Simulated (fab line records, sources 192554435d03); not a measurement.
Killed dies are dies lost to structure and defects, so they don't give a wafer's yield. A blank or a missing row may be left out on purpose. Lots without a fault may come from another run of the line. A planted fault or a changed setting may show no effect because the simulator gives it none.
fab line records | flow n5_finfet
record lots=24 wafers=72 last_day=17
route steps=1938 shown BEOL_M1@821 BEOL_M2@854
lots that met no fault: from a run of the same line without faults
start_h: hours from the record's first day to the start of the lot's first wafer shown | wait_h: hours since the lot's step before | " the same as in the row above | L1.1+2: a row that stands for several wafers | - no value, or no start given | * or withheld: withheld | < > ~ a bound
route shown NAME@n: a module of which the file shows steps, and the number in the route of the first | usual: mean/standard deviation of fault-free wafers | same: alike in all rows | chamber/n: place in a boat | sites: the reading at each site | _std_site: their standard deviation | _edge_site: outer sites' mean less inner sites' | radius_mm: how far each site lies from the wafer's centre | mask NAME#n: copy n | behind: the tool/chamber that last shaped the wafer | hold: why the lot was held/for how many hours/how that ended | device: the transistor (n, p or np) that didn't switch | end of line: the same wafers' tests at the end of the route | a step without rows: its recipe alone | killed: dies lost to structure and defects at the first sort, not the wafer's yield | map: a wafer's dies, x killed, . not, _ none there
set.NAME: the setting as run; set.NAME@STEP: as run at that earlier step | model.NAME: the simulator's own value behind a step, which no gauge read
steps of the route over a sample of lots; a table a step, a row a wafer
services: from which hour (start_h, from the record's first day; less than 0 if before it) a tool's chamber was out of use, for how many hours, and why
## steps
# step N5_BEOL_M1_ANNEAL_87
# recipe temp_c=400 time_s=240 ambient=vacuum
# usual heater_power_w=814/76
# columns lot.wafer tool chamber start_h wait_h heater_power_w
L074.1 pvd_sputter-02 - 132.35 0.0 760
L074.2 " - " " 837
L074.3 " - " " 869
L075.2 pvd_sputter-03 - 138.42 0.0 826
L075.3 " - " " 734
L075.6 " - " " 884
L077.1 pvd_sputter-01 - 143.83 0.0 750
L077.2 " - " " 957
L077.5 " - " " 918
L076.2 pvd_sputter-02 - 143.98 0.0 888
L076.5 " - " " 815
L076.6 " - " " 887
L078.2 pvd_sputter-02 - 154.15 0.0 753
L078.4 " - " " 831
L078.6 " - " " 878
L079.1 pvd_sputter-03 - 158.82 0.0 812
L079.2 " - " " 852
L079.4 " - " " 760
L080.2 pvd_sputter-02 - 162.07 0.0 809
L080.3 " - " " 753
L080.6 " - " " 755
L081.1 pvd_sputter-02 - 172.48 0.0 822
L081.3 " - " " 839
L081.6 " - " " 806
L082.2 pvd_sputter-03 - 177.31 0.0 891
L082.3 " - " " 788
L082.6 " - " " 813
L083.3 pvd_sputter-01 - 186.54 0.0 914
L083.4 " - " " 760
L083.5 " - " " 901
L084.1 pvd_sputter-01 - 191.88 0.0 929
L084.2 " - " " 903
L084.4 " - " " 764
L086.2 pvd_sputter-02 - 193.45 0.0 897
L086.3 " - " " 753
L086.4 " - " " 817
L085.1 pvd_sputter-01 - 205.49 0.0 898
L085.4 " - " " 916
L085.5 " - " " 774
L087.4 pvd_sputter-03 - 209.35 0.0 745
L087.5 " - " " 887
L087.6 " - " " 741
L088.2 pvd_sputter-03 - 211.19 0.0 831
L088.4 " - " " 648
L088.6 " - " " 809
L089.2 pvd_sputter-02 - 216.57 0.0 892
L089.3 " - " " 812
L089.6 " - " " 815
L090.4 pvd_sputter-01 - 230.92 0.0 912
L090.5 " - " " 758
L090.6 " - " " 922
L092.1 pvd_sputter-03 - 236.95 0.0 902
L092.2 " - " " 646
L092.4 " - " " 826
L091.1 pvd_sputter-02 - 237.89 0.0 745
L091.4 " - " " 800
L091.5 " - " " 798
L093.1 pvd_sputter-03 - 243.61 0.0 749
L093.3 " - " " 893
L093.4 " - " " 806
L094.4 pvd_sputter-01 - 243.90 0.0 765
L094.5 " - " " 914
L094.6 " - " " 755
L095.2 pvd_sputter-03 - 263.60 0.0 641
L095.3 " - " " 876
L095.5 " - " " 835
L096.1 pvd_sputter-01 - 266.45 0.0 939
L096.2 " - " " 784
L096.3 " - " " 914
L097.3 pvd_sputter-01 - 269.73 0.0 886
L097.4 " - " " 941
L097.6 " - " " 778
# step N5_BEOL_M2_CD_MEAS_11
# recipe target_cd_nm=16.79 landing_energy_ev=500 detector=se_inlens polarity=opening
# usual cd_nm=16.83/0.23
# columns lot.wafer tool chamber start_h wait_h cd_nm
L074.1 cd_sem-03 0 135.75 - 17.01
L074.2 " 0 " " 16.68
L074.3 " 0 " " 16.83
L075.2 cd_sem-01 0 142.57 - 16.72
L075.3 " 0 " " 16.85
L075.6 " 0 " " 17.14
L077.1 cd_sem-02 0 148.23 - 16.66
L077.2 " 0 " " 16.60
L077.5 " 0 " " 16.86
L076.2 cd_sem-03 0 148.46 - 16.34
L076.5 " 0 " " 16.77
L076.6 " 0 " " 16.73
L078.2 cd_sem-03 0 157.40 - 17.05
L078.4 " 0 " " 16.93
L078.6 " 0 " " 16.73
L079.1 cd_sem-01 0 161.90 - 16.41
L079.2 " 0 " " 16.79
L079.4 " 0 " " 16.22
L080.2 cd_sem-03 0 166.98 - 17.11
L080.3 " 0 " " 17.23
L080.6 " 0 " " 16.55
L081.1 cd_sem-01 0 176.01 - 17.07
L081.3 " 0 " " 16.77
L081.6 " 0 " " 17.07
L082.2 cd_sem-03 0 180.23 - 16.94
L082.3 " 0 " " 16.85
L082.6 " 0 " " 16.74
L083.3 cd_sem-03 0 191.70 - 16.99
L083.4 " 0 " " 16.93
L083.5 " 0 " " 16.63
L084.1 cd_sem-01 0 195.30 - 16.92
L084.2 " 0 " " 16.71
L084.4 " 0 " " 17.02
L086.2 cd_sem-01 0 198.94 - 16.66
L086.3 " 0 " " 17.02
L086.4 " 0 " " 16.59
L085.1 cd_sem-02 0 209.48 - 16.78
L085.4 " 0 " " 16.84
L085.5 " 0 " " 17.24
L087.4 cd_sem-03 0 212.79 - 17.03
L087.5 " 0 " " 17.19
L087.6 " 0 " " 17.03
L088.2 cd_sem-01 0 213.89 - 16.75
L088.4 " 0 " " 16.98
L088.6 " 0 " " 16.89
L089.2 cd_sem-02 0 219.69 - 16.87
L089.3 " 0 " " 16.56
L089.6 " 0 " " 16.84
L090.4 cd_sem-03 0 234.25 - 16.86
L090.5 " 0 " " 16.88
L090.6 " 0 " " 16.84
L092.1 cd_sem-02 0 241.79 - 17.20
L092.2 " 0 " " 16.62
L092.4 " 0 " " 16.98
L091.1 cd_sem-03 0 242.17 - 16.67
L091.4 " 0 " " 17.01
L091.5 " 0 " " 16.84
L093.1 cd_sem-01 0 250.37 - 17.07
L093.3 " 0 " " 16.85
L093.4 " 0 " " 16.83
L094.4 cd_sem-01 0 250.51 - 16.80
L094.5 " 0 " " 16.93
L094.6 " 0 " " 16.54
L095.2 cd_sem-01 0 267.40 - 16.81
L095.3 " 0 " " 16.51
L095.5 " 0 " " 16.51
L096.1 cd_sem-02 0 269.56 - 16.45
L096.2 " 0 " " 17.03
L096.3 " 0 " " 16.90
L097.3 cd_sem-03 0 274.88 - 17.24
L097.4 " 0 " " 17.51
L097.6 " 0 " " 17.24
# step N5_BEOL_M2_ETCH_69
# recipe chemistry=CF4 target=SiARC target_depth_a=156 mask_material=CAR-EUV time_s=26 ion_energy_ev=80 pressure_mtorr=40 source_w=545 bias_w=36 Ar_flow_sccm=100 cf4_flow_sccm=100 ends=cleared
# usual drypump_motor_current_A=5.9/0.37 etch_rf_on_time_s=26.0/0.65 oes_product_au=0.70/0.078 rf_fwd_power_W=532.3/2.2 rf_vpp_V=184.2/1.1 showerhead_plenum_p_Torr=2.15/0.055 throttle_valve_pct=15.61/0.29
# columns lot.wafer tool chamber start_h wait_h drypump_motor_current_A etch_rf_on_time_s oes_product_au rf_fwd_power_W rf_hours_counter_h rf_vpp_V showerhead_plenum_p_Torr throttle_valve_pct
L074.1 rie_diel-02 2 138.02 0.0 6.0 25.9 0.69 532.5 85 185.2 2.17 15.36
L074.2 " 0 " " 5.9 25.7 0.65 530.4 148 183.7 2.13 15.68
L074.3 " 1 " " 6.3 25.5 0.76 538.1 22 184.1 2.19 15.62
L075.2 rie_diel-04 0 143.74 0.0 5.8 25.1 0.82 530.7 6 183.7 2.18 15.00
L075.3 " 2 " " 5.4 26.5 0.58 531.4 223 184.4 2.22 15.94
L075.6 " 2 " " 5.4 26.4 0.58 532.7 - 185.1 2.22 15.94
L077.1 rie_diel-04 1 149.32 0.0 6.6 26.5 0.72 534.5 52 183.4 2.08 15.48
L077.2 " 3 " " 5.2 26.8 0.60 530.8 222 183.6 2.11 16.02
L077.5 " 2 " " 5.4 26.6 0.58 532.8 - 184.3 2.22 15.96
L076.2 rie_diel-02 1 149.81 0.0 6.3 25.6 0.76 536.3 26 184.1 2.19 15.63
L076.5 " 1 " " 6.3 25.4 0.76 534.1 - 184.6 2.19 15.61
L076.6 " 2 " " 6.0 25.8 0.69 531.8 - 183.1 2.17 15.36
L078.2 rie_diel-02 1 158.44 0.0 6.3 25.7 0.75 536.9 29 185.6 2.19 15.63
L078.4 " 3 " " 5.6 26.3 0.61 531.1 209 182.6 2.21 15.72
L078.6 " 2 " " 6.0 26.1 0.68 534.3 - 184.2 2.17 15.37
L079.1 rie_diel-02 2 163.38 0.0 6.0 25.8 0.69 534.2 93 184.6 2.17 15.38
L079.2 " 0 " " 5.9 25.8 0.64 535.4 158 183.8 2.12 15.69
L079.4 " 3 " " 5.6 26.2 0.61 531.6 211 184.7 2.21 15.74
L080.2 rie_diel-02 3 168.25 0.0 5.6 26.4 0.60 531.8 212 186.5 2.21 15.74
L080.3 " 2 " " 6.0 26.0 0.68 532.5 95 184.8 2.17 15.38
L080.6 " 1 " " 6.3 25.6 0.75 537.6 - 185.7 2.19 15.63
L081.1 rie_diel-02 0 177.10 0.0 5.8 25.8 0.64 528.8 162 184.4 2.12 15.72
L081.3 " 3 " " 5.7 26.6 0.60 531.8 216 183.7 2.21 15.76
L081.6 " 1 " " 6.3 25.9 0.74 534.8 - 184.7 2.19 15.63
L082.2 rie_diel-02 0 181.41 0.0 5.9 25.6 0.64 531.1 164 184.3 2.12 15.72
L082.3 " 2 " " 6.0 26.2 0.67 529.6 100 184.9 2.17 15.40
L082.6 " 2 " " 6.0 26.0 0.67 530.4 - 184.5 2.17 15.40
L083.3 rie_diel-04 1 192.83 0.0 6.6 26.2 0.71 529.2 67 182.9 2.08 15.51
L083.4 " 0 " " 5.9 25.2 0.78 532.2 24 184.9 2.17 15.02
L083.5 " 2 " " 5.4 26.3 0.57 530.8 - 183.2 2.21 15.99
L084.1 rie_diel-01 2 196.52 0.0 6.4 25.8 0.82 532.9 9 186.2 2.19 15.29
L084.2 " 3 " " 5.6 25.1 0.68 531.4 132 185.8 2.16 15.94
L084.4 " 0 " " 5.9 27.2 0.60 532.6 220 182.8 2.03 16.01
L086.2 rie_diel-01 1 200.03 0.0 5.8 26.0 0.79 529.4 22 184.2 2.18 15.39
L086.3 " 3 " " 5.6 25.4 0.67 533.3 134 184.3 2.16 15.97
L086.4 " 0 " " 5.9 27.5 0.59 532.2 222 182.0 2.03 16.00
L085.1 rie_diel-01 0 210.66 0.0 5.9 27.4 0.59 531.9 225 182.3 2.03 16.01
L085.4 " 2 " " 6.5 26.2 0.80 532.9 14 185.1 2.19 15.30
L085.5 " 1 " " 5.8 26.1 0.78 529.9 - 184.0 2.18 15.43
L087.4 rie_diel-04 1 214.35 0.0 6.6 26.6 0.69 531.2 74 183.5 2.07 15.52
L087.5 " 1 " " 6.5 26.5 0.70 529.4 - 182.6 2.07 15.52
L087.6 " 0 " " 5.9 25.3 0.77 529.5 - 184.7 2.17 15.05
L088.2 rie_diel-01 3 215.51 0.0 5.6 25.2 0.68 533.3 139 183.4 2.16 15.98
L088.4 " 1 " " 5.8 25.9 0.79 532.6 27 184.9 2.18 15.42
L088.6 " 0 " " 5.9 27.5 0.59 535.1 - 182.1 2.03 16.02
L089.2 rie_diel-01 1 221.18 0.0 5.8 25.7 0.78 531.1 30 185.1 2.18 15.43
L089.3 " 3 " " 5.6 24.8 0.68 531.6 141 183.1 2.16 15.97
L089.6 " 2 " " 6.4 26.1 0.79 529.8 - 184.8 2.19 15.30
L090.4 rie_diel-04 0 235.69 0.0 5.9 25.0 0.77 530.7 - 184.0 2.17 15.06
L090.5 " 1 " " 6.6 26.4 0.69 529.7 - 185.1 2.07 15.54
L090.6 " 2 " " 5.4 25.5 0.86 527.0 - 185.5 2.21 15.53
L092.1 rie_diel-01 0 243.33 0.0 5.9 27.6 0.58 533.9 237 182.4 2.03 16.04
L092.2 " 1 " " 5.8 26.0 0.76 531.1 38 183.6 2.18 15.44
L092.4 " 2 " " 6.4 26.2 0.77 531.6 26 184.9 2.18 15.34
L091.1 rie_diel-01 3 243.48 0.0 5.6 25.5 0.66 531.0 149 184.9 2.15 15.99
L091.4 " 1 " " 5.8 25.9 0.77 536.2 38 184.4 2.18 15.45
L091.5 " 0 " " 5.9 27.4 0.58 532.7 - 182.7 2.03 16.03
L093.1 rie_diel-04 1 251.98 0.0 6.6 26.3 0.68 528.1 90 184.0 2.07 15.55
L093.3 " 0 " " 5.9 25.1 0.74 527.9 47 185.0 2.17 15.08
L093.4 " 2 " " 5.4 25.5 0.82 531.0 8 184.6 2.20 15.54
L094.4 rie_diel-01 2 252.15 0.0 6.5 26.0 0.77 532.6 29 184.5 2.18 15.34
L094.5 " 0 " " 5.9 27.4 0.58 535.3 - 182.9 2.03 16.07
L094.6 " 1 " " 5.8 25.7 0.76 533.3 - 184.4 2.18 15.43
L095.2 rie_diel-02 0 268.58 0.0 5.9 25.4 0.61 531.2 197 184.5 2.11 15.78
L095.3 " 2 " " 6.0 26.1 0.65 532.8 121 186.0 2.16 15.44
L095.5 " 1 " " 6.3 25.7 0.70 531.9 - 185.3 2.17 15.70
L096.1 rie_diel-04 1 270.73 0.0 6.6 26.6 0.68 535.3 97 183.5 2.07 15.55
L096.2 " 3 " " 5.2 26.1 0.80 530.9 8 184.5 2.10 15.64
L096.3 " 0 " " 5.9 25.3 0.74 531.0 55 182.1 2.16 15.09
L097.3 rie_diel-01 1 276.08 0.0 5.8 26.0 0.75 531.8 50 185.3 2.17 15.46
L097.4 " 3 " " 5.6 25.4 0.66 531.7 160 184.0 2.15 16.02
L097.6 " 0 " " 5.9 27.5 0.58 534.3 - 181.8 2.02 16.06
# step N5_BEOL_M2_DEGAS_44
# recipe ambient=vacuum temp_c=250 time_s=60
# usual heater_power_w=323/33
# columns lot.wafer tool chamber start_h wait_h heater_power_w
L074.1 pvd_sputter-01 - 139.55 0.4 305
L074.2 " - " " 362
L074.3 " - " " 306
L075.2 pvd_sputter-03 - 145.38 0.2 317
L075.3 " - " " 350
L075.6 " - " " 330
L077.1 pvd_sputter-01 - 152.96 0.5 308
L077.2 " - " " 389
L077.5 " - " " 315
L076.2 pvd_sputter-02 - 157.09 0.5 324
L076.5 " - " " 334
L076.6 " - " " 304
L078.2 pvd_sputter-02 - 160.69 0.4 293
L078.4 " - " " 331
L078.6 " - " " 335
L079.1 pvd_sputter-03 - 167.40 0.2 324
L079.2 " - " " 349
L079.4 " - " " 266
L080.2 pvd_sputter-01 - 170.94 0.4 312
L080.3 " - " " 365
L080.6 " - " " 378
L081.1 pvd_sputter-02 - 179.34 0.0 322
L081.3 " - " " 301
L081.6 " - " " 353
L082.2 pvd_sputter-01 - 184.73 0.4 361
L082.3 " - " " 371
L082.6 " - " " 366
L083.3 pvd_sputter-02 - 194.93 0.6 357
L083.4 " - " " 327
L083.5 " - " " 335
L084.1 pvd_sputter-03 - 200.26 0.1 325
L084.2 " - " " 303
L084.4 " - " " 358
L086.2 pvd_sputter-03 - 201.27 0.4 322
L086.3 " - " " 355
L086.4 " - " " 298
L085.1 pvd_sputter-03 - 212.29 0.4 305
L085.4 " - " " 259
L085.5 " - " " 292
L087.4 pvd_sputter-02 - 215.24 0.0 327
L087.5 " - " " 304
L087.6 " - " " 336
L088.2 pvd_sputter-03 - 219.87 0.1 299
L088.4 " - " " 336
L088.6 " - " " 324
L089.2 pvd_sputter-03 - 223.49 0.3 255
L089.3 " - " " 296
L089.6 " - " " 254
L090.4 pvd_sputter-01 - 239.28 0.3 309
L090.5 " - " " 358
L090.6 " - " " 308
L092.1 pvd_sputter-02 - 244.47 0.2 301
L092.2 " - " " 326
L092.4 " - " " 356
L091.1 pvd_sputter-01 - 245.00 0.4 311
L091.4 " - " " 365
L091.5 " - " " 373
L093.1 pvd_sputter-02 - 258.19 1.0 302
L093.3 " - " " 322
L093.4 " - " " 352
L094.4 pvd_sputter-03 - 259.94 0.2 259
L094.5 " - " " 357
L094.6 " - " " 298
L095.2 pvd_sputter-03 - 269.40 0.1 254
L095.3 " - " " 301
L095.5 " - " " 335
L096.1 pvd_sputter-03 - 271.78 0.1 265
L096.2 " - " " 330
L096.3 " - " " 297
L097.3 pvd_sputter-01 - 277.51 0.2 300
L097.4 " - " " 362
L097.6 " - " " 357
# step N5_BEOL_M2_ANNEAL_80
# recipe temp_c=400 time_s=240 ambient=vacuum
# usual heater_power_w=818/78
# columns lot.wafer tool chamber start_h wait_h heater_power_w
L074.1 pvd_sputter-02 - 140.41 0.0 828
L074.2 " - " " 804
L074.3 " - " " 872
L075.2 pvd_sputter-01 - 146.30 0.0 780
L075.3 " - " " 751
L075.6 " - " " 758
L077.1 pvd_sputter-02 - 155.55 0.0 754
L077.2 " - " " 829
L077.5 " - " " 825
L076.2 pvd_sputter-01 - 158.08 0.0 772
L076.5 " - " " 781
L076.6 " - " " 918
L078.2 pvd_sputter-03 - 161.78 0.0 874
L078.4 " - " " 741
L078.6 " - " " 842
L079.1 pvd_sputter-01 - 168.70 0.0 921
L079.2 " - " " 775
L079.4 " - " " 929
L080.2 pvd_sputter-01 - 171.97 0.0 899
L080.3 " - " " 778
L080.6 " - " " 928
L081.1 pvd_sputter-01 - 181.95 0.0 769
L081.3 " - " " 903
L081.6 " - " " 782
L082.2 pvd_sputter-02 - 185.87 0.0 764
L082.3 " - " " 894
L082.6 " - " " 745
L083.3 pvd_sputter-02 - 196.37 0.0 803
L083.4 " - " " 807
L083.5 " - " " 839
L084.1 pvd_sputter-02 - 201.22 0.0 889
L084.2 " - " " 747
L084.4 " - " " 810
L086.2 pvd_sputter-03 - 202.37 0.0 815
L086.3 " - " " 858
L086.4 " - " " 639
L085.1 pvd_sputter-02 - 213.41 0.0 795
L085.4 " - " " 894
L085.5 " - " " 810
L087.4 pvd_sputter-01 - 217.76 0.0 947
L087.5 " - " " 909
L087.6 " - " " 762
L088.2 pvd_sputter-02 - 221.13 0.0 819
L088.4 " - " " 860
L088.6 " - " " 788
L089.2 pvd_sputter-03 - 224.37 0.0 841
L089.3 " - " " 794
L089.6 " - " " 740
L090.4 pvd_sputter-01 - 241.58 0.0 788
L090.5 " - " " 923
L090.6 " - " " 746
L092.1 pvd_sputter-01 - 245.38 0.0 955
L092.2 " - " " 898
L092.4 " - " " 732
L091.1 pvd_sputter-02 - 246.05 0.0 802
L091.4 " - " " 749
L091.5 " - " " 778
L093.1 pvd_sputter-02 - 259.23 0.0 796
L093.3 " - " " 881
L093.4 " - " " 831
L094.4 pvd_sputter-03 - 260.96 0.0 885
L094.5 " - " " 748
L094.6 " - " " 870
L095.2 pvd_sputter-01 - 271.39 0.0 936
L095.3 " - " " 777
L095.5 " - " " 929
L096.1 pvd_sputter-03 - 272.78 0.0 883
L096.2 " - " " 751
L096.3 " - " " 829
L097.3 pvd_sputter-01 - 278.49 0.0 943
L097.4 " - " " 911
L097.6 " - " " 762
# step N5_BEOL_M2_CO_CAP_55
# recipe material=Co target_thk_a=20 temp_c=200 precursor=CCTBA/H2 pressure_torr=30 time_s=102.1
# usual heater_power_w=239/14
# columns lot.wafer tool chamber start_h wait_h heater_power_w
L074.1 cvd_co-02 1 142.73 0.0 246
L074.2 " 2 " " 239
L074.3 " 0 " " 253
L075.2 cvd_co-02 1 148.75 0.0 248
L075.3 " 2 " " 238
L075.6 " 2 " " 239
L077.1 cvd_co-01 0 158.18 0.0 219
L077.2 " 1 " " 215
L077.5 " 0 " " 217
L076.2 cvd_co-01 1 160.41 0.0 215
L076.5 " 2 " " 232
L076.6 " 1 " " 215
L078.2 cvd_co-02 2 164.11 0.0 234
L078.4 " 0 " " 252
L078.6 " 1 " " 252
L079.1 cvd_co-02 1 171.03 0.0 248
L079.2 " 0 " " 249
L079.4 " 0 " " 253
L080.2 cvd_co-02 2 174.52 0.0 236
L080.3 " 1 " " 249
L080.6 " 2 " " 237
L081.1 cvd_co-02 2 184.28 0.0 241
L081.3 " 1 " " 254
L081.6 " 2 " " 248
L082.2 cvd_co-02 0 188.19 0.0 251
L082.3 " 2 " " 241
L082.6 " 1 " " 253
L083.3 cvd_co-02 2 198.70 0.0 244
L083.4 " 2 " " 240
L083.5 " 0 " " 248
L084.1 cvd_co-02 2 203.54 0.0 247
L084.2 " 0 " " 253
L084.4 " 0 " " 252
L086.2 cvd_co-02 0 204.77 0.0 259
L086.3 " 2 " " 238
L086.4 " 1 " " 250
L085.1 cvd_co-01 0 215.73 0.0 218
L085.4 " 1 " " 214
L085.5 " 0 " " 220
L087.4 cvd_co-01 2 220.12 0.0 242
L087.5 " 1 " " 208
L087.6 " 0 " " 220
L088.2 cvd_co-01 1 223.48 0.0 211
L088.4 " 2 " " 236
L088.6 " 1 " " 216
L089.2 cvd_co-01 2 226.69 0.0 239
L089.3 " 1 " " 211
L089.6 " 0 " " 218
L090.4 cvd_co-02 2 243.94 0.0 244
L090.5 " 0 " " 249
L090.6 " 1 " " 250
L092.1 cvd_co-01 1 247.72 0.0 214
L092.2 " 2 " " 236
L092.4 " 0 " " 223
L091.1 cvd_co-02 0 248.37 0.0 245
L091.4 " 0 " " 255
L091.5 " 1 " " 250
L093.1 cvd_co-01 2 261.56 0.0 241
L093.3 " 1 " " 219
L093.4 " 2 " " 240
L094.4 cvd_co-02 0 263.58 0.0 248
L094.5 " 1 " " 249
L094.6 " 2 " " 244
L095.2 cvd_co-02 2 273.71 0.0 240
L095.3 " 1 " " 251
L095.5 " 1 " " 261
L096.1 cvd_co-01 0 275.10 0.0 226
L096.2 " 2 " " 245
L096.3 " 1 " " 215
L097.3 cvd_co-02 1 280.81 0.0 250
L097.4 " 0 " " 256
L097.6 " 2 " " 240
## services
# columns tool chamber start_h hours kind
cvd_co-02 1 114.67 - clean
cvd_co-02 1 114.67 22.0 scheduled_down
cvd_co-02 1 114.67 22.0 vent_cycle
rie_diel-01 1 118.84 - clean
rie_diel-01 1 118.84 - consumable_replace:focus_ring
rie_diel-01 1 118.84 22.1 scheduled_down
rie_diel-01 1 118.84 22.1 vent_cycle
pvd_sputter-01 - 129.27 6.9 repair
rie_diel-04 3 133.21 1.2 repair
cvd_co-02 - 154.10 6.9 pm
rie_diel-01 2 154.11 - clean
rie_diel-01 2 154.11 - consumable_replace:focus_ring
pvd_sputter-01 - 161.78 0.8 repair
cvd_co-01 - 171.84 39.5 repair
rie_diel-04 2 220.67 - clean
rie_diel-04 2 220.67 - consumable_replace:focus_ring
rie_diel-04 2 220.67 14.0 scheduled_down
rie_diel-04 2 220.67 14.0 vent_cycle
rie_diel-02 2 231.84 21.6 repair
rie_diel-02 3 264.19 - clean
rie_diel-02 3 264.19 - consumable_replace:focus_ring
rie_diel-02 3 264.19 19.1 scheduled_down
rie_diel-02 3 264.19 19.1 vent_cycle
rie_diel-04 2 265.77 9.3 repair
## key
fault none
